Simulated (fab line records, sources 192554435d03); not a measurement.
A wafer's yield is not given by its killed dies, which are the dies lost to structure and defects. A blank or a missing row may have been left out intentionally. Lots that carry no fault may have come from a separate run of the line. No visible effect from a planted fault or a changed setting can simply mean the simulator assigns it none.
Chamber matching + flow n5Finfet + 4 sister chambers for N5_BEOL_M14_ETCH_59 on rieDiel-06
The step etches BARC in N2/H2, target depth 89 nm, overetch 26.7 nm, time 67.9 s. 8 wafers are shown with their chamber, then 8 later ones without.

== WAFERS, EACH WITH ITS CHAMBER ==
| wafer  | chamber | showerheadPlenumPTorr (Torr) | throttleValvePct (%) |
|--------|---------|------------------------------|----------------------|
| L080.3 | 2       | 2.62                         | 17.93                |
| L080.5 | 2       | 2.62                         | 17.93                |
| L085.3 | 0       | 2.50                         | 18.23                |
| L086.1 | 0       | 2.50                         | 18.22                |
| L086.6 | 3       | 2.51                         | 17.92                |
| L090.4 | 1       | 2.54                         | 18.02                |
| L090.5 | 3       | 2.50                         | 17.94                |
| L091.1 | 1       | 2.54                         | 18.00                |

== WAFERS WITHOUT THEIR CHAMBER ==
| wafer  | showerheadPlenumPTorr (Torr) | throttleValvePct (%) |
|--------|------------------------------|----------------------|
| L091.4 | 2.61                         | 17.98                |
| L091.6 | 2.50                         | 17.97                |
| L095.1 | 2.49                         | 17.83                |
| L095.2 | 2.50                         | 17.96                |
| L095.4 | 2.54                         | 18.03                |
| L097.4 | 2.54                         | 18.05                |
| L097.5 | 2.50                         | 17.99                |
| L097.6 | 2.49                         | 17.83                |

== WHICH CHAMBER EACH ONE RAN IN ==
| wafer  | from the rows above | in truth                   |
|--------|---------------------|----------------------------|
| L091.4 | 2                   | 2                          |
| L091.6 | 3                   | 3                          |
| L095.1 | 3                   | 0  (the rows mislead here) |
| L095.2 | 3                   | 3                          |
| L095.4 | 1                   | 1                          |
| L097.4 | 1                   | 1                          |
| L097.5 | 3                   | 3                          |
| L097.6 | 3                   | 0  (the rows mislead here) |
Correct placement for 6 of the 8. Can't be placed from these rows: 0. Number placed wrongly: 2.
How it was worked out, from the rows above alone: a wafer's distance from a chamber is the root of the sum, over the readings, of the square of ((its reading less the chamber's mean) divided by the reading's scatter). If the next closest chamber is less than 2 further off than the closest, the wafer can't be placed; otherwise it belongs to the closest. A chamber's mean is the mean of its shown wafers. The scatter: the root of (the sum of the squares of (reading less its chamber's mean) over the shown wafers, divided by (wafers less chambers)).
